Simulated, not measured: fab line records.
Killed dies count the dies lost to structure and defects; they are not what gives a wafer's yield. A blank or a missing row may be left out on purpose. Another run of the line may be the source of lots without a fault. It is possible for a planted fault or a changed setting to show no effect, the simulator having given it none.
A struck lot beside a sound one -- flow n5 finfet -- 24 out of 1938 route steps
Sound: the wafers L244.1, L244.2, L244.3. Wafers L262.1, L262.2, L262.5 were the ones struck. Last of all comes the cause.
For every step that has rows: the tool of each side, followed by ch and its chambers, followed by its first start. Under that, the readings that differ: sound wafers -- struck wafers -- difference of the means -- sigmas: that difference in standard deviations of wafers without a fault.
alike: a reading whose means differ by less than 2 such deviations, as well as words and numbers matching on both sides. not compared: withheld readings; readings where some wafer has no value; bounds like >300 that might hide an equal value; numbers whose values overlap and for which the record gives no deviation.
Wherever a step has rows on one side only, a row that says differs or no value, or a row with sigmas, the two part there. When numbers do not overlap yet have no deviation, they are printed without sigmas and do not part them. Lack of a reading on every wafer of one side parts them only where that side has two or more wafers.

first, 8 steps without rows for these wafers: N5_BEOL_M10_ANNEAL_51 (time 90 s); N5_BEOL_M10_CMP_52 (polishes, stops on SiCOH lowk, t overpolish 7 s, target thk 140 nm); N5_BEOL_M10_PRE_CLEAN_55 (time 15 s); N5_BEOL_M10_DEP_56 (deposits SiCN from 3MS/NH3, target thk 15 nm, time 26.5 s); N5_BEOL_M11_ILD_DEP_00 (deposits SiCOH lowk from DEMS/porogen, target thk 308.51 nm, time 58 s); N5_BEOL_M11_CURE_71 (cures SiCOH lowk, time 240 s); N5_BEOL_M11_PECVD_70 (deposits SiO2 from TEOS/O2, target thk 20 nm, time 22.7 s); N5_BEOL_M11_HM_DEP_02 (deposits TiN, target thk 20 nm).
N5_BEOL_M11_COAT_59: time 60 s, resist thk 100 nm.
  sound on litho track-04 ch 0, day 10 15:35; struck on litho track-04 ch 0, day 15 09:02
reading,sound,struck,difference,sigmas
spin speed rpm (rpm),1496.9 1498.7 1498.2,1381.0 1380.0 1380.5,-117.4,-99 or more
model.SOC_of_BEOL_M11_COAT_59.thk nm (nm),100.2 100.2 100,104.4 104.8 104.6,+4.5,
  alike: plate temp C
then, 9 steps without rows for these wafers: N5_BEOL_M11_COAT_60 (time 60 s, resist thk 30 nm); N5_BEOL_M11_COAT_05 (resist thk 90 nm); N5_BEOL_M11_EBR_07; N5_BEOL_M11_SOFTBAKE_06 (time 60 s); N5_BEOL_M11_EXPOSE_08 (exposes mask M11); N5_BEOL_M11_PEB_09 (peb time 60 s); N5_BEOL_M11_DEVELOP_10 (develop time 30 s); N5_BEOL_M11_DESCUM_16 (chemistry O2, time 7.9 s); N5_BEOL_M11_ETCH_61 (etches SiARC in CF4, target depth 39 nm, time 65 s).
N5_BEOL_M11_ETCH_62: etches SOC in N2/H2, target depth 110 nm, overetch 22 nm, time 165 s.
  sound on rie diel-01 ch 0,1,2, day 10 16:01; struck on rie diel-04 ch 0,2, day 15 09:34
reading,sound,struck,difference,sigmas
model.etch.depth nm (nm),100.2 100.3 100.1,104.4 104.8 104.7,+4.4,
  alike: drypump motor current A, n2 flow sccm, oes product au, rf fwd power W, rf vpp V, showerhead plenum p Torr, throttle valve pct
  not compared: rf hours counter h
then, 2 steps without rows for these wafers: N5_BEOL_M11_STRIP_68 (strips in N2/H2); N5_BEOL_M11_STRIP_67 (strips in CF4).
N5_BEOL_M11_HM_OPEN_17: chemistry Cl2/BCl3, target TiN, target depth 20 nm, overetch 6 nm.
  sound on rie metal-03 ch 0,1, day 10 16:12; struck on rie metal-03 ch 0,1, day 15 09:46
reading,sound,struck,difference,sigmas
model.SOC_of_BEOL_M11_COAT_59.thk nm (nm),92.4 92.2 92,96.4 96.8 96.6,+4.4,
  alike: drypump motor current A, oes product au, rf fwd power W, throttle valve pct
  not compared: rf hours counter h
then, 1 step without rows for these wafers: N5_BEOL_M11_STRIP_19 (strips in O2).
-- a jump in the record: the struck wafers' starts before and after are 2 days apart (it breaks off in module BEOL_M11 and resumes in module PASSIVATION, where the first step shown is number 1936 of the route) --
N5_PASSIVATION_PROBE_49:
  sound on prober-02 at day 12 11:56; struck on prober-01 at day 17 15:07
  alike: defect limited yield, killed_at_M0_to_M3, killed_at_M4_up, killed at contacts, killed at front end, killed at other, killed dies, killed open, killed short, sort_bin_5_function, sort_bin_6_memory, sort n pass, sort yield pct

## WHERE THEY PART
At N5_BEOL_M11_COAT_59 and nowhere else, as far as this record goes. Later steps at which nothing parts them and some readings are alike: N5_BEOL_M11_ETCH_62, N5_BEOL_M11_HM_OPEN_17, N5_PASSIVATION_PROBE_49.

WHY: what had been put in by the simulator
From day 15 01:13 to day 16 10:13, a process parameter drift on litho track-04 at N5_BEOL_M11_COAT_59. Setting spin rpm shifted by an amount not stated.
